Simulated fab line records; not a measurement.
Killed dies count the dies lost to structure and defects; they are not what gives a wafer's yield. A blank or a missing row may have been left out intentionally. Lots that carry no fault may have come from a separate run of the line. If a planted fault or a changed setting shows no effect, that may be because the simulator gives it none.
fab line records :: flow n5Finfet
[record]
  lots = 7
  wafers = 21
route steps=1938 shown MIM_TOP_LITHO@1843
startH: hours from the record's opening day to when the first of the lot's shown wafers began :: waitH: how many hours have passed since the lot's step before this one :: " unchanged from the row above :: L1.1+2: one row covering several wafers at once :: - either no value or no given start :: * or withheld: withheld :: < > ~ a bound
route shown NAME@n: names a module that has steps shown in the file, with the first one's number in the route :: usual: mean and standard deviation over wafers with no fault :: same: alike in all rows :: chamber/n: place in a boat :: sites: each site's reading :: _std_site: their standard deviation :: _edge_site: the outer-site mean with the inner-site mean subtracted :: radiusMm: how far each site lies from the wafer's centre :: mask NAME#n: copy n :: behind: the most recent tool/chamber to have shaped the wafer :: hold: the reason the lot was held/the length of the hold in hours/how it ended :: device: transistor that didn't switch, given as n, p or np :: end of line: the route-end tests of the same wafers :: a step without rows: its recipe alone :: killed: the dies lost at the first sort to structure and to defects; this is not the yield of the wafer :: map: dies across one wafer; x = killed, . = not, _ = none there
set.NAME: the setting that was run; set.NAME@STEP: the one run at that earlier step :: model.NAME: the simulator's own value behind a step, which no gauge read
one table per step and one row per wafer, for lots whose settings were changed on purpose
[[steps]]
[step N5_MIM_TOP_LITHO_EXPOSE_05]
[recipe]
  maskId = MIM_TOP
  na = 0.55
  sourceShape = conventional
  sigmaOuter = 0.8
  polarization = unpolarized
  targetCdNm = 2000
  doseMj = 20.5
lot.wafer: L074.2+3
tool: krfScanner-02
chamber: 0
startH: 253.27
waitH: -
mask: MIM_TOP#0
set.doseMj: 20.5

lot.wafer: L074.6
tool: krfScanner-02
chamber: 0
startH: 253.27
waitH: -
mask: MIM_TOP#0
set.doseMj: 19.11

lot.wafer: L076.1+5
tool: krfScanner-02
chamber: 0
startH: 264.09
waitH: -
mask: MIM_TOP#0
set.doseMj: 20.5

lot.wafer: L076.3
tool: krfScanner-02
chamber: 0
startH: 264.09
waitH: -
mask: MIM_TOP#0
set.doseMj: 19.12

lot.wafer: L077.1+5
tool: krfScanner-02
chamber: 0
startH: 286.56
waitH: -
mask: MIM_TOP#0
set.doseMj: 20.5

lot.wafer: L077.3
tool: krfScanner-02
chamber: 0
startH: 286.56
waitH: -
mask: MIM_TOP#0
set.doseMj: 21.62

lot.wafer: L087.3+4+6
tool: krfScanner-01
chamber: 0
startH: 349.82
waitH: -
mask: MIM_TOP#0
set.doseMj: 20.5

lot.wafer: L090.2+5
tool: krfScanner-01
chamber: 0
startH: 359.85
waitH: -
mask: MIM_TOP#0
set.doseMj: 21.43

lot.wafer: L090.4
tool: krfScanner-01
chamber: 0
startH: 359.85
waitH: -
mask: MIM_TOP#0
set.doseMj: 20.5

lot.wafer: L089.2+4
tool: krfScanner-02
chamber: 0
startH: 361.87
waitH: -
mask: MIM_TOP#0
set.doseMj: 20.5

lot.wafer: L089.6
tool: krfScanner-02
chamber: 0
startH: 361.87
waitH: -
mask: MIM_TOP#0
set.doseMj: 20.95

lot.wafer: L091.1
tool: krfScanner-01
chamber: 0
startH: 362.31
waitH: -
mask: MIM_TOP#0
set.doseMj: 19.06

lot.wafer: L091.2+3
tool: krfScanner-01
chamber: 0
startH: 362.31
waitH: -
mask: MIM_TOP#0
set.doseMj: 20.5
[step N5_MIM_TOP_LITHO_PEB_06]
[recipe]
  pebTempC = withheld
  pebTimeS = *
[step N5_MIM_TOP_LITHO_DEVELOP_07]
[recipe]
  developTimeS = 60
  rinseLiquid = diw
  dry = airSpin
  devTempC = 21
[step N5_MIM_TOP_LITHO_HARDBAKE_09]
[recipe]
  tempC = 130
  timeS = 120
[step N5_MIM_TOP_LITHO_CD_MEAS_08]
[recipe]
  targetCdNm = 2000
  landingEnergyEv = 500
  detector = seInlens
[usual]
  cdNm = 2000.7/2.3
lot.wafer: L074.2
tool: cdSem-03
chamber: 0
startH: 253.45
waitH: -
set.doseMj@MIM_TOP_LITHO_EXPOSE_05: 20.5
cdNm: 2003.2

lot.wafer: L074.3
tool: cdSem-03
chamber: 0
startH: 253.45
waitH: -
set.doseMj@MIM_TOP_LITHO_EXPOSE_05: 20.5
cdNm: 1999.1

lot.wafer: L074.6
tool: cdSem-03
chamber: 0
startH: 253.45
waitH: -
set.doseMj@MIM_TOP_LITHO_EXPOSE_05: 19.11
cdNm: 2014.7

lot.wafer: L076.1
tool: cdSem-01
chamber: 0
startH: 264.27
waitH: -
set.doseMj@MIM_TOP_LITHO_EXPOSE_05: 20.5
cdNm: 1998.4

lot.wafer: L076.3
tool: cdSem-01
chamber: 0
startH: 264.27
waitH: -
set.doseMj@MIM_TOP_LITHO_EXPOSE_05: 19.12
cdNm: 2014.9

lot.wafer: L076.5
tool: cdSem-01
chamber: 0
startH: 264.27
waitH: -
set.doseMj@MIM_TOP_LITHO_EXPOSE_05: 20.5
cdNm: 2001.2

lot.wafer: L077.1
tool: cdSem-03
chamber: 0
startH: 286.74
waitH: -
set.doseMj@MIM_TOP_LITHO_EXPOSE_05: 20.5
cdNm: 2002.1

lot.wafer: L077.3
tool: cdSem-03
chamber: 0
startH: 286.74
waitH: -
set.doseMj@MIM_TOP_LITHO_EXPOSE_05: 21.62
cdNm: 1991.9

lot.wafer: L077.5
tool: cdSem-03
chamber: 0
startH: 286.74
waitH: -
set.doseMj@MIM_TOP_LITHO_EXPOSE_05: 20.5
cdNm: 2002.0

lot.wafer: L087.3
tool: cdSem-02
chamber: 0
startH: 349.99
waitH: -
set.doseMj@MIM_TOP_LITHO_EXPOSE_05: 20.5
cdNm: 2003.3

lot.wafer: L087.4
tool: cdSem-02
chamber: 0
startH: 349.99
waitH: -
set.doseMj@MIM_TOP_LITHO_EXPOSE_05: 20.5
cdNm: 2002.1

lot.wafer: L087.6
tool: cdSem-02
chamber: 0
startH: 349.99
waitH: -
set.doseMj@MIM_TOP_LITHO_EXPOSE_05: 20.5
cdNm: 2004.8

lot.wafer: L090.2
tool: cdSem-01
chamber: 0
startH: 360.02
waitH: -
set.doseMj@MIM_TOP_LITHO_EXPOSE_05: 21.43
cdNm: 1994.4

lot.wafer: L090.4
tool: cdSem-01
chamber: 0
startH: 360.02
waitH: -
set.doseMj@MIM_TOP_LITHO_EXPOSE_05: 20.5
cdNm: 1999.3

lot.wafer: L090.5
tool: cdSem-01
chamber: 0
startH: 360.02
waitH: -
set.doseMj@MIM_TOP_LITHO_EXPOSE_05: 21.43
cdNm: 1993.6

lot.wafer: L089.2
tool: cdSem-03
chamber: 0
startH: 362.04
waitH: -
set.doseMj@MIM_TOP_LITHO_EXPOSE_05: 20.5
cdNm: 1999.4

lot.wafer: L089.4
tool: cdSem-03
chamber: 0
startH: 362.04
waitH: -
set.doseMj@MIM_TOP_LITHO_EXPOSE_05: 20.5
cdNm: 1998.9

lot.wafer: L089.6
tool: cdSem-03
chamber: 0
startH: 362.04
waitH: -
set.doseMj@MIM_TOP_LITHO_EXPOSE_05: 20.95
cdNm: 1997.6

lot.wafer: L091.1
tool: cdSem-03
chamber: 0
startH: 362.49
waitH: -
set.doseMj@MIM_TOP_LITHO_EXPOSE_05: 19.06
cdNm: 2012.1

lot.wafer: L091.2
tool: cdSem-03
chamber: 0
startH: 362.49
waitH: -
set.doseMj@MIM_TOP_LITHO_EXPOSE_05: 20.5
cdNm: 1999.5

lot.wafer: L091.3
tool: cdSem-03
chamber: 0
startH: 362.49
waitH: -
set.doseMj@MIM_TOP_LITHO_EXPOSE_05: 20.5
cdNm: 1999.3
[step N5_MIM_TOP_LITHO_DESCUM_10]
[recipe]
  chemistry = O2
  timeS = 7.9
  sourcePowerW = 50
  biasPowerW = 20
  pressureMtorr = 20
  rfFrequencyHz = 2.712e+07
  tempC = 40
  o2FlowSccm = 225
lot.wafer: L074.2
tool: rieDiel-04
chamber: 3
startH: 253.99
waitH: 0.5
set.doseMj@MIM_TOP_LITHO_EXPOSE_05: 20.5
model.MIM_TOP_LITHO.cdNm: 2003

lot.wafer: L074.3
tool: rieDiel-04
chamber: 2
startH: 253.99
waitH: 0.5
set.doseMj@MIM_TOP_LITHO_EXPOSE_05: 20.5
model.MIM_TOP_LITHO.cdNm: 1999

lot.wafer: L074.6
tool: rieDiel-04
chamber: 2
startH: 253.99
waitH: 0.5
set.doseMj@MIM_TOP_LITHO_EXPOSE_05: 19.11
model.MIM_TOP_LITHO.cdNm: 2015

lot.wafer: L076.1
tool: rieDiel-04
chamber: 3
startH: 264.35
waitH: 0.0
set.doseMj@MIM_TOP_LITHO_EXPOSE_05: 20.5
model.MIM_TOP_LITHO.cdNm: 1999

lot.wafer: L076.3
tool: rieDiel-04
chamber: 1
startH: 264.35
waitH: 0.0
set.doseMj@MIM_TOP_LITHO_EXPOSE_05: 19.12
model.MIM_TOP_LITHO.cdNm: -

lot.wafer: L076.5
tool: rieDiel-04
chamber: 2
startH: 264.35
waitH: 0.0
set.doseMj@MIM_TOP_LITHO_EXPOSE_05: 20.5
model.MIM_TOP_LITHO.cdNm: 2001

lot.wafer: L077.1
tool: rieDiel-01
chamber: 0
startH: 286.82
waitH: 0.0
set.doseMj@MIM_TOP_LITHO_EXPOSE_05: 20.5
model.MIM_TOP_LITHO.cdNm: 2002

lot.wafer: L077.3
tool: rieDiel-01
chamber: 2
startH: 286.82
waitH: 0.0
set.doseMj@MIM_TOP_LITHO_EXPOSE_05: 21.62
model.MIM_TOP_LITHO.cdNm: 1992

lot.wafer: L077.5
tool: rieDiel-01
chamber: 3
startH: 286.82
waitH: 0.0
set.doseMj@MIM_TOP_LITHO_EXPOSE_05: 20.5
model.MIM_TOP_LITHO.cdNm: 2003

lot.wafer: L087.3
tool: rieDiel-01
chamber: 3
startH: 350.08
waitH: 0.0
set.doseMj@MIM_TOP_LITHO_EXPOSE_05: 20.5
model.MIM_TOP_LITHO.cdNm: 2004

lot.wafer: L087.4
tool: rieDiel-01
chamber: 0
startH: 350.08
waitH: 0.0
set.doseMj@MIM_TOP_LITHO_EXPOSE_05: 20.5
model.MIM_TOP_LITHO.cdNm: 2002

lot.wafer: L087.6
tool: rieDiel-01
chamber: 2
startH: 350.08
waitH: 0.0
set.doseMj@MIM_TOP_LITHO_EXPOSE_05: 20.5
model.MIM_TOP_LITHO.cdNm: 2005

lot.wafer: L090.2
tool: rieDiel-06
chamber: 1
startH: 360.33
waitH: 0.3
set.doseMj@MIM_TOP_LITHO_EXPOSE_05: 21.43
model.MIM_TOP_LITHO.cdNm: 1994

lot.wafer: L090.4
tool: rieDiel-06
chamber: 2
startH: 360.33
waitH: 0.3
set.doseMj@MIM_TOP_LITHO_EXPOSE_05: 20.5
model.MIM_TOP_LITHO.cdNm: 1999

lot.wafer: L090.5
tool: rieDiel-06
chamber: 0
startH: 360.33
waitH: 0.3
set.doseMj@MIM_TOP_LITHO_EXPOSE_05: 21.43
model.MIM_TOP_LITHO.cdNm: 1993

lot.wafer: L089.2
tool: rieDiel-04
chamber: 3
startH: 362.13
waitH: 0.0
set.doseMj@MIM_TOP_LITHO_EXPOSE_05: 20.5
model.MIM_TOP_LITHO.cdNm: 2000

lot.wafer: L089.4
tool: rieDiel-04
chamber: 0
startH: 362.13
waitH: 0.0
set.doseMj@MIM_TOP_LITHO_EXPOSE_05: 20.5
model.MIM_TOP_LITHO.cdNm: 1999

lot.wafer: L089.6
tool: rieDiel-04
chamber: 3
startH: 362.13
waitH: 0.0
set.doseMj@MIM_TOP_LITHO_EXPOSE_05: 20.95
model.MIM_TOP_LITHO.cdNm: 1998

lot.wafer: L091.1
tool: rieDiel-01
chamber: 1
startH: 362.58
waitH: 0.0
set.doseMj@MIM_TOP_LITHO_EXPOSE_05: 19.06
model.MIM_TOP_LITHO.cdNm: 2012

lot.wafer: L091.2
tool: rieDiel-01
chamber: 2
startH: 362.58
waitH: 0.0
set.doseMj@MIM_TOP_LITHO_EXPOSE_05: 20.5
model.MIM_TOP_LITHO.cdNm: 2000

lot.wafer: L091.3
tool: rieDiel-01
chamber: 3
startH: 362.58
waitH: 0.0
set.doseMj@MIM_TOP_LITHO_EXPOSE_05: 20.5
model.MIM_TOP_LITHO.cdNm: 1999
[[key]]
[split]
  step = N5_MIM_TOP_LITHO_EXPOSE_05
  setting = doseMj
  stated = 20.5
  by = wafer
[response]
  step = N5_MIM_TOP_LITHO_CD_MEAS_08
  reading = cdNm
  change = -1.87
  per = 1%
  r = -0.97
[response]
  step = N5_MIM_TOP_LITHO_DESCUM_10
  reading = model.MIM_TOP_LITHO.cdNm
  change = -1.77
  per = 1%
  r = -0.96
